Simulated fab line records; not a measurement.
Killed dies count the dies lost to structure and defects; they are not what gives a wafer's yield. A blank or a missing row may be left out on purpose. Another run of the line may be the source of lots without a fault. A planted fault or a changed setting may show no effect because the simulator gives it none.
fab line records	flow nandHarc
record: lots: 12	wafers: 36	lastDay: 32
route steps=1302 shown P_M1@285 THIN_TSV@1265 END@1302
lots with no fault: from the same line, run without faults
startH: the number of hours between the record's first day and the start of the first shown wafer of the lot	waitH: time in hours since the lot's previous step	" same as the row above	L1.1+2: a row that stands for several wafers	- either no value or no given start	* or withheld: withheld	< > ~ a bound
route shown NAME@n: a module of which the file shows steps, and the number in the route of the first	usual: mean and standard deviation over wafers with no fault	same: alike in all rows	chamber/n: place in a boat	sites: each site's reading	_std_site: standard deviation of those values	_edge_site: outer sites' mean less inner sites'	radiusMm: how far each site lies from the wafer's centre	mask NAME#n: copy n	behind: the most recent tool/chamber to have shaped the wafer	hold: why the lot went on hold/how many hours it stayed there/how the hold came to an end	device: the n, p or np transistor that did not switch	end of line: the tests these same wafers got at the end of their route	a step with no rows: only its recipe	killed: dies lost to structure and defects at the first sort, not the wafer's yield	map: a wafer's dies, x killed, . not, _ none there
set.NAME: the setting as run; set.NAME@STEP: as run at that earlier step	model.NAME: the simulator's own value behind a step, which no gauge read
steps of the route over a sample of lots; a table a step, a row a wafer
services: the hour from which a tool's chamber was out of use, counted from the record's first day as startH (under 0 if before that day), plus the number of hours and why
== steps ==
step: NHARC_P_M1_DEP_00
recipe: targetThkA: 1825	targetThkNm: 182.5	tempC: withheld	pressureTorr: 5	flowSccm: 200	rfW: 600	material: SiOC
lot.wafer	tool	chamber	startH	waitH
L963.2+6+5	pecvd-03	2,2,0	132.03	-
L964.2+3+6	pecvd-03	0,2,2	142.39	-
L966.3+6+4	pecvd-03	1,1,2	159.39	-
L968.3+2+5	pecvd-01	2,1,0	187.49	-
L969.1+3+5	pecvd-01	0	193.60	0.5
L970.2+5+4	pecvd-03	1,0,1	204.19	-
L972.1+3+4	pecvd-03	2,0,1	220.76	-
L973.3+5+6	pecvd-04	1,1,2	237.83	-
L974.1+6+4	pecvd-01	1,0,1	242.93	-
L982.1+3+4	pecvd-04	2,1,0	323.65	-
L984.3+5+6	pecvd-04	2,1,2	336.17	-
L983.3+2+5	pecvd-04	1,0,2	337.31	-
step: NHARC_THIN_TSV_STRIP_45
recipe: powerW: 1500	tempC: 250	chemistry: O2
usual: drypumpMotorCurrentA: 5.9/0.33	heaterPowerW: 334/33
lot.wafer	tool	chamber	startH	waitH	drypumpMotorCurrentA	heaterPowerW	rfHoursCounterH
L963.2	plasmaAsher-01	0	554.69	0.1	6.3	323	7
L963.5	"	0	"	"	6.3	327	-
L963.6	"	1	"	"	6.2	279	-
L964.2	plasmaAsher-02	0	569.99	0.1	5.5	361	26
L964.3	"	0	"	"	5.4	358	-
L964.6	"	0	"	"	5.4	366	-
L966.4	plasmaAsher-02	0	582.82	0.2	5.4	375	-
L966.3	"	1	"	"	5.9	352	-
L966.6	"	0	"	"	5.4	365	-
L969.1	plasmaAsher-01	0	608.01	0.1	6.2	328	21
L969.3	"	0	"	"	6.2	328	-
L969.5	"	1	"	"	6.3	277	-
L968.2	plasmaAsher-01	0	609.51	0.4	6.2	326	22
L968.3	"	0	"	"	6.2	329	-
L968.5	"	1	"	"	6.2	275	-
L970.2	plasmaAsher-02	0	624.88	0.1	5.4	369	3
L970.4	"	0	"	"	5.4	360	-
L970.5	"	1	"	"	5.9	345	-
L972.1	plasmaAsher-02	1	638.02	0.1	5.9	344	5
L972.3	"	1	"	"	5.9	336	-
L972.4	"	0	"	"	5.4	381	-
L973.3	plasmaAsher-02	1	652.07	0.2	5.9	342	-
L973.6	"	1	"	"	5.9	343	-
L973.5	"	0	"	"	5.4	373	-
L974.1	plasmaAsher-01	1	665.74	0.1	6.3	275	34
L974.4	"	1	"	"	6.3	283	-
L974.6	"	1	"	"	6.2	275	-
L983.2	plasmaAsher-02	0	747.63	0.1	5.4	361	28
L983.5	"	1	"	"	5.9	344	-
L982.1	plasmaAsher-02	1	748.87	0.1	5.9	341	28
L982.4	"	0	"	"	5.4	381	-
L982.3	"	1	"	"	5.9	334	-
L984.3	plasmaAsher-01	1	750.07	0.2	6.2	276	-
L984.6	"	0	"	"	6.2	324	-
step: NHARC_THIN_TSV_DEP_47
recipe: targetThkA: 2000	tempC: withheld	pressureTorr: 6.5	rfW: 900	teosFlowSccm: 161.4	flowSccm: 2650	targetThkNm: 200	gas: O2	material: SiO2
usual: throttleValvePct: 15.6/0.57
lot.wafer	tool	chamber	startH	waitH	throttleValvePct
L963.2	pecvd-01	1	555.53	-	15.7
L963.5	"	1	"	"	15.5
L963.6	"	2	"	"	15.9
L964.3	pecvd-01	2	570.84	-	15.9
L964.2	"	0	"	"	14.9
L964.6	"	2	"	"	16.0
L966.3	pecvd-04	0	583.52	-	16.8
L966.6	"	0	"	"	17.1
L966.4	"	1	"	"	15.7
L969.1	pecvd-01	0	608.76	-	14.9
L969.3	"	2	"	"	16.0
L969.5	"	0	"	"	15.1
L968.3	pecvd-01	0	610.31	-	15.0
L968.2	"	1	"	"	15.9
L968.5	"	2	"	"	16.1
L970.2	pecvd-04	1	625.68	-	15.8
L970.5	"	0	"	"	16.8
L970.4	"	1	"	"	16.1
L972.1	pecvd-03	1	638.82	-	15.6
L972.3	"	0	"	"	15.4
L972.4	"	1	"	"	15.6
L973.3	pecvd-01	2	652.78	-	16.1
L973.6	"	2	"	"	16.1
L973.5	"	1	"	"	15.7
L974.1	pecvd-01	2	666.77	-	16.3
L974.6	"	1	"	"	15.7
L974.4	"	2	"	"	16.2
L983.2	pecvd-01	2	748.38	-	15.6
L983.5	"	1	"	"	15.0
L982.3	pecvd-01	1	749.62	-	15.2
L982.1	"	2	"	"	15.6
L982.4	"	0	"	"	15.4
L984.3	pecvd-04	2	750.77	-	15.2
L984.6	"	2	"	"	15.3
step: NHARC_THIN_TSV_CMP_21
recipe: tOverpolishS: 30	targetThkNm: 2000
usual: motorCurrentA: 12.6/1.2	overpolishRunS: 30.000/0.0093	padLifeWafers: 181/130	retainingRingPressureFrac: 1.000/0.0053
lot.wafer	tool	chamber	startH	waitH	motorCurrentA	overpolishRunS	padLifeWafers	retainingRingPressureFrac
L963.2	cmp-02	3	558.17	-	14.1	30.015	133	1.000
L963.6	"	2	"	"	13.5	30.003	-	0.995
L963.5	"	3	"	"	13.6	30.004	-	0.998
L964.3	cmp-03	2	573.34	-	13.5	30.009	74	1.011
L964.2	"	3	"	"	12.2	30.000	75	1.001
L964.6	"	1	"	"	12.6	30.001	-	0.999
L966.3	cmp-01	0	585.99	-	10.7	30.005	24	0.994
L966.4	"	2	"	"	11.1	29.997	26	1.000
L966.6	"	0	"	"	10.6	30.009	-	0.998
L969.1	cmp-02	2	611.84	-	13.9	30.009	434	1.007
L969.3	"	3	"	"	13.2	30.001	435	0.999
L969.5	"	0	"	"	13.3	30.001	-	0.981
L968.3	cmp-01	1	612.77	-	14.0	30.035	132	1.005
L968.2	"	3	"	"	12.7	30.000	134	0.993
L968.5	"	1	"	"	13.9	30.013	-	0.998
L970.4	cmp-01	3	628.16	-	13.0	29.992	193	0.997
L970.2	"	0	"	"	10.6	29.991	194	0.989
L970.5	"	2	"	"	10.9	29.999	-	0.997
L972.1	cmp-03	3	641.62	-	12.4	30.002	391	0.999
L972.4	"	0	"	"	13.1	30.022	392	1.004
L972.3	"	1	"	"	12.7	29.986	393	1.004
L973.3	cmp-02	0	655.32	-	13.4	30.008	111	1.001
L973.6	"	1	"	"	11.1	30.007	-	0.997
L973.5	"	2	"	"	13.2	30.003	-	1.000
L974.4	cmp-03	3	669.17	-	11.9	29.997	54	1.003
L974.1	"	2	"	"	13.5	30.002	57	0.998
L974.6	"	3	"	"	11.8	29.991	-	1.001
L983.2	cmp-01	2	750.93	-	10.8	30.002	309	1.003
L983.5	"	0	"	"	10.3	30.001	-	1.007
L982.4	cmp-01	1	752.24	-	13.4	30.003	312	0.998
L982.1	"	3	"	"	13.8	30.020	314	0.995
L982.3	"	0	"	"	10.8	29.996	315	1.007
L984.3	cmp-01	2	753.41	-	11.1	29.976	319	0.998
L984.6	"	2	"	"	10.9	30.014	-	0.998
step: NHARC_END_SORT_01
recipe: tempC: 25
usual: defectLimitedYield: 91.3/1.9	killedAtArray: 54/12	killedAtOther: 0.7/1.1	killedAtPeriphery: 3.9/2.8	killedDies: 59/13	killedOpen: 3.4/2	killedShort: 2.5/1.7	sort_bin_2_pct: 3.1/0.91	sort_bin_3_pct: 0.6/0.34	sort_bin_4_pct: 5.0/1.1	sortNPass: 618/13	sortRimYieldPct: 88/3.5	sortYieldPct: 91.3/1.9
same: grossDies: 677	sort_bin_5_pct[%]: 0	sort_bin_6_pct[%]: 0	sort_bin_7_pct[%]: 0	sort_bin_8_pct[%]: 0	sortRimNGross: 106.00
lot.wafer	tool	chamber	startH	waitH	hold	defectLimitedYield[%]	killedAtArray	killedAtOther	killedAtPeriphery	killedDies	killedOpen	killedShort	sort_bin_2_pct[%]	sort_bin_3_pct[%]	sort_bin_4_pct[%]	sortNPass	sortRimYieldPct[%]	sortYieldPct[%]
L963.2	prober-01	0	570.45	2.8	-	86.4	89	0	3	92	3	4	3.8	1.3	8.4	585	83	86.4
L963.5	prober-01	0	572.81	3.6	-	88.5	73	0	5	78	2	4	4.9	0.6	6.1	599	85	88.5
L963.6	prober-01	0	573.60	3.9	-	87.4	82	0	3	85	2	1	4.9	1.0	6.6	592	80	87.4
L964.2	prober-01	0	585.91	2.8	-	90.4	55	0	10	65	2	3	3.7	1.2	4.7	612	88	90.4
L964.3	prober-01	0	586.71	3.1	-	90.0	53	0	15	68	1	2	3.2	0.9	5.9	609	88	90.0
L964.6	prober-01	0	589.11	4.0	-	89.2	60	0	13	73	3	3	4.7	1.0	5.0	604	84	89.2
L966.3	prober-02	0	600.97	3.1	-	93.6	38	1	4	43	3	2	2.2	0.1	4.0	634	89	93.6
L966.4	prober-02	0	601.76	3.4	-	93.5	43	0	1	44	2	3	1.9	0.3	4.3	633	92	93.5
L966.6	prober-02	0	603.36	4.0	-	93.5	42	1	1	44	1	3	2.1	0.6	3.8	633	91	93.5
L969.1	prober-01	0	622.73	2.6	-	87.1	84	0	3	87	4	1	4.9	1.2	6.8	590	81	87.1
L969.3	prober-01	0	624.33	3.1	-	89.8	63	2	4	69	2	1	3.4	1.2	5.6	608	89	89.8
L969.5	prober-01	0	625.93	3.7	-	87.3	78	2	6	86	2	4	4.9	1.2	6.6	591	82	87.3
L968.2	prober-02	0	623.46	2.8	-	92.0	51	1	2	54	4	4	3.0	0.6	4.4	623	90	92.0
L968.3	prober-02	0	624.26	3.1	-	91.9	50	0	5	55	4	2	2.7	1.0	4.4	622	91	91.9
L968.5	prober-02	0	625.84	3.7	-	91.9	52	2	1	55	3	2	3.0	0.6	4.6	622	86	91.9
L970.2	prober-02	0	639.53	2.8	-	91.0	55	1	5	61	5	0	3.5	0.9	4.6	616	84	91.0
L970.4	prober-02	0	641.14	3.4	-	90.8	53	1	8	62	4	5	3.4	0.4	5.3	615	86	90.8
L970.5	prober-02	0	641.95	3.7	-	93.1	45	0	2	47	2	0	2.8	0.4	3.7	630	86	93.1
L972.1	prober-02	0	651.82	2.5	-	90.5	61	0	3	64	4	2	3.5	0.4	5.5	613	85	90.5
L972.3	prober-02	0	653.43	3.1	-	91.6	52	1	4	57	3	3	1.8	0.9	5.8	620	87	91.6
L972.4	prober-02	0	654.23	3.4	-	91.3	55	0	4	59	2	2	3.4	0.6	4.7	618	89	91.3
L973.3	prober-01	0	667.54	3.1	-	93.1	42	0	5	47	4	1	3.1	0.4	3.4	630	91	93.1
L973.5	prober-01	0	669.15	3.7	-	90.8	56	0	6	62	5	3	3.7	0.6	4.9	615	86	90.8
L973.6	prober-01	0	669.95	4.0	-	91.4	55	0	3	58	8	5	2.7	0.9	5.0	619	89	91.4
L974.1	prober-01	0	680.27	2.5	-	89.4	68	0	4	72	6	3	3.7	0.6	6.4	605	86	89.4
L974.4	prober-01	0	682.69	3.4	-	87.7	81	0	2	83	9	2	4.6	0.7	6.9	594	82	87.7
L974.6	prober-01	0	684.31	4.0	-	90.0	67	0	1	68	4	0	3.2	0.9	5.9	609	84	90.0
L983.2	prober-01	0	762.24	2.8	awaitDispo/1.6h/release	92.3	49	0	3	52	5	2	3.1	0.1	4.4	625	88	92.3
L983.3	prober-01	0	763.04	3.1	awaitDispo/1.6h/release	0	38	2	637	677	2	3	95.6	0.7	3.7	0	0	0
L983.5	prober-01	0	764.64	3.7	awaitDispo/1.6h/release	92.2	43	4	6	53	4	1	3.0	0.4	4.4	624	89	92.2
L982.1	prober-02	0	765.04	2.5	-	92.8	46	0	3	49	4	2	3.1	0.7	3.4	628	89	92.8
L982.3	prober-02	0	766.64	3.1	-	90.3	60	1	5	66	5	4	3.2	0.7	5.8	611	83	90.3
L982.4	prober-02	0	767.44	3.4	-	88.6	75	0	2	77	5	3	5.0	0.9	5.5	600	82	88.6
L984.3	prober-01	0	770.93	3.2	awaitDispo/3.6h/release	92.3	49	1	2	52	2	3	3.2	0.6	3.8	625	88	92.3
L984.5	prober-01	0	772.55	3.7	awaitDispo/3.6h/release	0	49	0	628	677	8	3	94.5	0.3	5.2	0	0	0
L984.6	prober-01	0	773.36	4.0	awaitDispo/3.6h/release	93.2	46	0	0	46	2	0	1.9	0.4	4.4	631	92	93.2
killed by level:class
L963.2 A_SLIT:chamberFilmFlake=29 A_CHANNEL_HOLE_D1:chamberFilmFlake=25 A_CHANNEL_HOLE_D2:chamberFilmFlake=22 A_M0:chamberFilmFlake=4 A_STAIRCASE:chamberFilmFlake=3 P_GATE:geometricParticle:short=1 P_M1:geometricParticle:open=1 A_ONON_D1:geometricParticle:short=1
L963.5 A_CHANNEL_HOLE_D1:chamberFilmFlake=23 A_CHANNEL_HOLE_D2:chamberFilmFlake=20 A_SLIT:chamberFilmFlake=18 A_CONTACT:chamberFilmFlake=4 P_GATE:chamberFilmFlake=2 A_STAIRCASE:chamberFilmFlake=2 P_M0:geometricParticle:open=1 P_M2:geometricParticle:short=1
L963.6 A_CHANNEL_HOLE_D1:chamberFilmFlake=27 A_CHANNEL_HOLE_D2:chamberFilmFlake=26 A_SLIT:chamberFilmFlake=17 A_M0:chamberFilmFlake=3 A_CHANNEL_FILL_D2:chamberFilmFlake=3 A_CONTACT:chamberFilmFlake=2 P_M0:geometricParticle:open=1 A_CHANNEL_HOLE_D2:geometricParticle:short=1
L964.2 A_CHANNEL_HOLE_D2:chamberFilmFlake=22 A_CHANNEL_HOLE_D1:chamberFilmFlake=21 P_BONDPAD:chamberFilmFlake=7 P_ZERO_WELL:chamberFilmFlake=3 A_CONTACT:chamberFilmFlake=3 A_STAIRCASE:chamberFilmFlake=2 A_ONON_D1:geometricParticle:short=1 A_DECK1_JOINT:geometricParticle:short=1
L964.3 A_CHANNEL_HOLE_D2:chamberFilmFlake=24 A_CHANNEL_HOLE_D1:chamberFilmFlake=22 P_BONDPAD:chamberFilmFlake=9 A_CONTACT:chamberFilmFlake=3 P_GATE:chamberFilmFlake=2 A_WL_FILL:chamberFilmFlake=2 P_GATE:geometricParticle:short=1 P_CONTACT:geometricParticle:open=1
L964.6 A_CHANNEL_HOLE_D2:chamberFilmFlake=35 A_CHANNEL_HOLE_D1:chamberFilmFlake=19 P_BONDPAD:chamberFilmFlake=6 P_CONTACT:geometricParticle:open=2 P_GATE:chamberFilmFlake=2 A_DECK1_JOINT:chamberFilmFlake=2 P_STI:geometricParticle:open=1 A_CHANNEL_HOLE_D2:geometricParticle:short=1
L966.3 A_SLIT:chamberFilmFlake=19 A_CHANNEL_HOLE_D2:chamberFilmFlake=5 A_CONTACT:chamberFilmFlake=5 A_STAIRCASE:chamberFilmFlake=3 A_ONON_D1:geometricParticle:short=2 P_GATE:chamberFilmFlake=2 A_CHANNEL_HOLE_D1:chamberFilmFlake=2 P_CONTACT:geometricParticle:open=1
L966.4 A_SLIT:chamberFilmFlake=23 A_CHANNEL_HOLE_D2:chamberFilmFlake=7 A_CONTACT:chamberFilmFlake=5 A_CHANNEL_HOLE_D1:chamberFilmFlake=3 P_GATE:geometricParticle:open=1 A_CHANNEL_FILL_D1:geometricParticle:short=1 A_CHANNEL_FILL_D2:geometricParticle:open=1 A_CHANNEL_FILL_D2:geometricParticle:short=1
L966.6 A_SLIT:chamberFilmFlake=17 A_CHANNEL_HOLE_D2:chamberFilmFlake=12 A_CONTACT:chamberFilmFlake=7 A_CHANNEL_HOLE_D1:chamberFilmFlake=3 P_CONTACT:geometricParticle:open=1 A_CHANNEL_FILL_D1:geometricParticle:short=1 A_SGD_CUT:geometricParticle:short=1 A_BLC:geometricParticle:short=1
L969.1 A_CHANNEL_HOLE_D1:chamberFilmFlake=31 A_CHANNEL_HOLE_D2:chamberFilmFlake=25 A_STAIRCASE:chamberFilmFlake=8 A_CONTACT:chamberFilmFlake=8 A_BONDPAD:chamberFilmFlake=4 A_M1:chamberFilmFlake=2 P_M0:geometricParticle:open=1 A_SOURCE_PLATE:geometricParticle:open=1
L968.2 A_SLIT:chamberFilmFlake=22 A_CHANNEL_HOLE_D2:chamberFilmFlake=11 A_STAIRCASE:chamberFilmFlake=5 A_CHANNEL_HOLE_D1:chamberFilmFlake=4 P_M0:geometricParticle:short=1 A_SOURCE_PLATE:geometricParticle:open=1 A_CHANNEL_FILL_D1:geometricParticle:short=1 A_ONON_D2:geometricParticle:short=1
L968.3 A_SLIT:chamberFilmFlake=22 A_STAIRCASE:chamberFilmFlake=11 A_CHANNEL_HOLE_D2:chamberFilmFlake=7 A_CHANNEL_HOLE_D1:chamberFilmFlake=3 A_WL_FILL:geometricParticle:open=2 P_STI:chamberFilmFlake=2 A_BONDPAD:chamberFilmFlake=2 P_CONTACT:geometricParticle:short=1
L969.3 A_CHANNEL_HOLE_D1:chamberFilmFlake=24 A_CHANNEL_HOLE_D2:chamberFilmFlake=18 A_CONTACT:chamberFilmFlake=6 A_BONDPAD:chamberFilmFlake=5 A_CHANNEL_FILL_D2:chamberFilmFlake=2 A_STAIRCASE:chamberFilmFlake=2 A_SLIT:chamberFilmFlake=2 THIN_TSV:chamberFilmFlake=2
L968.5 A_SLIT:chamberFilmFlake=24 A_CHANNEL_HOLE_D2:chamberFilmFlake=13 A_BONDPAD:chamberFilmFlake=4 A_STAIRCASE:chamberFilmFlake=3 A_CHANNEL_HOLE_D1:chamberFilmFlake=2 A_CONTACT:chamberFilmFlake=2 THIN_TSV:chamberFilmFlake=2 P_M2:geometricParticle:open=1
L969.5 A_CHANNEL_HOLE_D1:chamberFilmFlake=32 A_CHANNEL_HOLE_D2:chamberFilmFlake=27 A_CONTACT:chamberFilmFlake=6 P_M0:chamberFilmFlake=5 A_STAIRCASE:chamberFilmFlake=3 A_BONDPAD:chamberFilmFlake=3 A_M1:chamberFilmFlake=2 A_SOURCE_PLATE:geometricParticle:open=1
L970.2 A_CHANNEL_HOLE_D1:chamberFilmFlake=31 A_CHANNEL_HOLE_D2:chamberFilmFlake=12 A_WL_FILL:chamberFilmFlake=5 A_CONTACT:chamberFilmFlake=3 A_CHANNEL_FILL_D1:geometricParticle:open=2 P_GATE:chamberFilmFlake=2 P_M0:geometricParticle:open=1 A_CHANNEL_FILL_D2:geometricParticle:open=1
L970.4 A_CHANNEL_HOLE_D1:chamberFilmFlake=26 A_CHANNEL_HOLE_D2:chamberFilmFlake=13 A_WL_FILL:chamberFilmFlake=3 P_CONTACT:geometricParticle:short=2 P_GATE:chamberFilmFlake=2 A_CONTACT:chamberFilmFlake=2 P_CONTACT:geometricParticle:open=1 P_M0:geometricParticle:short=1
L970.5 A_CHANNEL_HOLE_D1:chamberFilmFlake=27 A_CHANNEL_HOLE_D2:chamberFilmFlake=5 A_CONTACT:chamberFilmFlake=5 A_STAIRCASE:chamberFilmFlake=2 A_WL_FILL:chamberFilmFlake=2 A_CHANNEL_FILL_D2:geometricParticle:open=1 A_CONTACT:geometricParticle:open=1 P_ZERO_WELL:chamberFilmFlake=1
L972.1 A_CHANNEL_HOLE_D1:chamberFilmFlake=28 A_CHANNEL_HOLE_D2:chamberFilmFlake=18 A_CHANNEL_FILL_D1:chamberFilmFlake=4 A_DECK1_JOINT:geometricParticle:open=2 A_CHANNEL_FILL_D2:chamberFilmFlake=2 A_CHANNEL_FILL_D1:geometricParticle:open=1 A_DECK1_JOINT:geometricParticle:short=1 A_ONON_D2:geometricParticle:open=1
L972.3 A_CHANNEL_HOLE_D1:chamberFilmFlake=25 A_CHANNEL_HOLE_D2:chamberFilmFlake=13 A_CONTACT:chamberFilmFlake=3 P_CONTACT:chamberFilmFlake=2 A_CHANNEL_FILL_D1:chamberFilmFlake=2 A_STAIRCASE:chamberFilmFlake=2 A_SOURCE_PLATE:geometricParticle:short=1 A_ONON_D1:geometricParticle:open=1
L972.4 A_CHANNEL_HOLE_D1:chamberFilmFlake=27 A_CHANNEL_HOLE_D2:chamberFilmFlake=14 P_GATE:chamberFilmFlake=3 A_SLIT:chamberFilmFlake=3 A_CHANNEL_FILL_D1:chamberFilmFlake=2 A_CONTACT:chamberFilmFlake=2 A_CHANNEL_FILL_D1:geometricParticle:short=1 A_CHANNEL_FILL_D1:geometricParticle:open=1
L973.3 A_SLIT:chamberFilmFlake=27 A_CONTACT:chamberFilmFlake=6 P_CONTACT:chamberFilmFlake=3 A_CHANNEL_FILL_D1:geometricParticle:open=2 A_CHANNEL_HOLE_D1:chamberFilmFlake=2 P_M1:geometricParticle:open=1 A_ONON_D1:geometricParticle:short=1 A_WL_FILL:geometricParticle:open=1
L973.5 A_SLIT:chamberFilmFlake=28 A_CONTACT:chamberFilmFlake=7 P_CONTACT:chamberFilmFlake=6 A_CHANNEL_HOLE_D1:chamberFilmFlake=6 A_CHANNEL_HOLE_D2:chamberFilmFlake=5 A_DECK1_JOINT:geometricParticle:open=2 A_DECK1_JOINT:geometricParticle:short=2 A_ONON_D1:geometricParticle:open=1
L973.6 A_SLIT:chamberFilmFlake=24 A_CONTACT:chamberFilmFlake=7 A_CHANNEL_HOLE_D2:chamberFilmFlake=6 A_CHANNEL_HOLE_D1:chamberFilmFlake=4 A_CHANNEL_FILL_D1:geometricParticle:open=3 A_STAIRCASE:chamberFilmFlake=3 A_CHANNEL_FILL_D1:geometricParticle:short=2 P_CONTACT:geometricParticle:open=1
L974.1 A_SLIT:chamberFilmFlake=32 A_CHANNEL_HOLE_D1:chamberFilmFlake=25 A_STAIRCASE:chamberFilmFlake=5 A_ONON_D2:geometricParticle:open=2 P_M0:geometricParticle:short=1 P_M0:geometricParticle:open=1 P_M2:geometricParticle:short=1 P_M2:geometricParticle:open=1
L974.4 A_SLIT:chamberFilmFlake=36 A_CHANNEL_HOLE_D1:chamberFilmFlake=28 A_STAIRCASE:chamberFilmFlake=3 A_CHANNEL_FILL_D2:geometricParticle:open=2 A_SGD_CUT:geometricParticle:open=2 P_ZERO_WELL:chamberFilmFlake=2 A_SOURCE_PLATE:geometricParticle:open=1 A_ONON_D1:geometricParticle:open=1
L974.6 A_SLIT:chamberFilmFlake=31 A_CHANNEL_HOLE_D1:chamberFilmFlake=23 A_STAIRCASE:chamberFilmFlake=4 A_CONTACT:chamberFilmFlake=3 A_WL_FILL:chamberFilmFlake=2 A_CHANNEL_HOLE_D1:geometricParticle:open=1 A_CHANNEL_FILL_D1:geometricParticle:open=1 A_DECK1_JOINT:geometricParticle:open=1
L983.2 A_CHANNEL_HOLE_D1:chamberFilmFlake=13 A_SLIT:chamberFilmFlake=11 A_CONTACT:chamberFilmFlake=7 A_CHANNEL_HOLE_D2:chamberFilmFlake=6 A_STAIRCASE:chamberFilmFlake=4 P_CONTACT:geometricParticle:open=1 A_ONON_D1:geometricParticle:short=1 A_DECK1_JOINT:geometricParticle:open=1
L983.3 P_M1:areaDep=634 A_CHANNEL_HOLE_D1:chamberFilmFlake=16 A_SLIT:chamberFilmFlake=9 A_CONTACT:chamberFilmFlake=8 A_CHANNEL_HOLE_D2:chamberFilmFlake=2 P_GATE:geometricParticle:open=1 P_M0:geometricParticle:short=1 A_ONON_D1:geometricParticle:open=1
L983.5 A_CHANNEL_HOLE_D1:chamberFilmFlake=17 A_SLIT:chamberFilmFlake=8 A_CONTACT:chamberFilmFlake=7 A_CHANNEL_HOLE_D2:chamberFilmFlake=4 THIN_TSV:chamberFilmFlake=4 P_GATE:chamberFilmFlake=3 A_M0:geometricParticle:open=2 P_STI:chamberFilmFlake=2
L982.1 A_SLIT:chamberFilmFlake=19 A_CHANNEL_HOLE_D2:chamberFilmFlake=13 A_STAIRCASE:chamberFilmFlake=5 A_CHANNEL_HOLE_D1:chamberFilmFlake=3 A_ONON_D1:geometricParticle:open=2 P_CONTACT:geometricParticle:open=1 P_M1:geometricParticle:open=1 A_CHANNEL_FILL_D1:geometricParticle:short=1
L982.3 A_CHANNEL_HOLE_D1:chamberFilmFlake=16 A_CHANNEL_HOLE_D2:chamberFilmFlake=16 A_SLIT:chamberFilmFlake=15 A_STAIRCASE:chamberFilmFlake=4 A_DECK1_JOINT:chamberFilmFlake=3 P_CONTACT:geometricParticle:open=2 P_M0:geometricParticle:short=1 P_M0:geometricParticle:open=1
L982.4 A_CHANNEL_HOLE_D2:chamberFilmFlake=22 A_SLIT:chamberFilmFlake=20 A_CHANNEL_HOLE_D1:chamberFilmFlake=14 A_STAIRCASE:chamberFilmFlake=7 A_CHANNEL_FILL_D2:chamberFilmFlake=4 P_M1:geometricParticle:open=2 A_BONDPAD:chamberFilmFlake=2 A_CHANNEL_FILL_D1:geometricParticle:open=1
L984.3 A_CHANNEL_HOLE_D2:chamberFilmFlake=23 A_SLIT:chamberFilmFlake=8 A_STAIRCASE:chamberFilmFlake=4 A_CONTACT:chamberFilmFlake=4 A_CHANNEL_HOLE_D1:chamberFilmFlake=3 A_M1:geometricParticle:open=2 A_ONON_D1:geometricParticle:short=1 A_ONON_D2:geometricParticle:short=1
L984.5 P_M1:areaDep=625 A_CHANNEL_HOLE_D2:chamberFilmFlake=19 A_SLIT:chamberFilmFlake=8 A_CONTACT:chamberFilmFlake=5 A_WL_FILL:chamberFilmFlake=3 A_CHANNEL_FILL_D1:geometricParticle:open=2 P_ZERO_WELL:chamberFilmFlake=2 A_DECK1_JOINT:chamberFilmFlake=2
L984.6 A_CHANNEL_HOLE_D2:chamberFilmFlake=25 A_CONTACT:chamberFilmFlake=8 A_SLIT:chamberFilmFlake=5 A_STAIRCASE:chamberFilmFlake=2 A_ONON_D1:geometricParticle:open=1 A_BLC:geometricParticle:open=1 A_ZERO_WELL:chamberFilmFlake=1 A_CHANNEL_HOLE_D1:chamberFilmFlake=1
== services ==
tool	chamber	startH	hours	kind
pecvd-01	-	130.07	13.0	pm
pecvd-01	2	147.05	3.9	repair
pecvd-01	1	191.96	15.8	repair
plasmaAsher-02	-	244.99	0.8	repair
plasmaAsher-02	-	249.00	9.0	pm
pecvd-04	-	269.12	13.0	pm
plasmaAsher-02	-	282.36	2.7	repair
pecvd-01	1	287.19	4.1	repair
pecvd-01	2	289.87	2.5	repair
pecvd-01	-	311.07	13.0	pm
plasmaAsher-02	-	377.76	3.8	repair
plasmaAsher-02	-	398.39	0.3	repair
plasmaAsher-02	-	424.38	2.3	repair
plasmaAsher-02	-	426.76	9.0	pm
pecvd-04	-	450.12	13.0	pm
pecvd-01	-	492.07	13.0	pm
pecvd-04	-	501.22	1.2	repair
pecvd-01	-	567.02	2.1	repair
plasmaAsher-02	-	602.20	1.4	repair
plasmaAsher-02	-	603.76	9.0	pm
pecvd-04	-	631.20	13.0	pm
pecvd-01	-	673.23	13.0	pm
pecvd-04	2	687.45	4.8	repair
plasmaAsher-02	-	703.07	2.7	repair
== key ==
firstSign: step: NHARC_END_SORT_01	reading: killedAtPeriphery	direction: up	sigmas: 99+	usual: 3.9	struck: 632.5
effect: step: NHARC_END_SORT_01	reading: sort_bin_2_pct	direction: up	sigmas: 99+	usual: 3.1	struck: 95.1
moreKillsBornAt: NHARC_P_M1_DEP_00@pecvd-04: 1259
metAt NHARC_P_M1_DEP_00
struckLots L983,L984
struckWafers L983.3,L984.5
laterRowsLeftOut L983.3,L984.5
notActingAt NHARC_THIN_TSV_STRIP_45,NHARC_THIN_TSV_DEP_47,NHARC_THIN_TSV_CMP_21
onsetBetween 323.65 336.17
fault: kind: processParameterDrift	tool: pecvd-04	chamber: 1	onsetH: 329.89	steps: NHARC_P_M1_DEP_00	channel: targetThkNm	offset: 60.167	shape: step	endH: 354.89	actsIn: theseRecipesOnly	stated: 182.5
laterRowsLeftOut: the simulator's readings of these wafers behind a module that went badly wrong aren't trusted and aren't shown, but for the sort
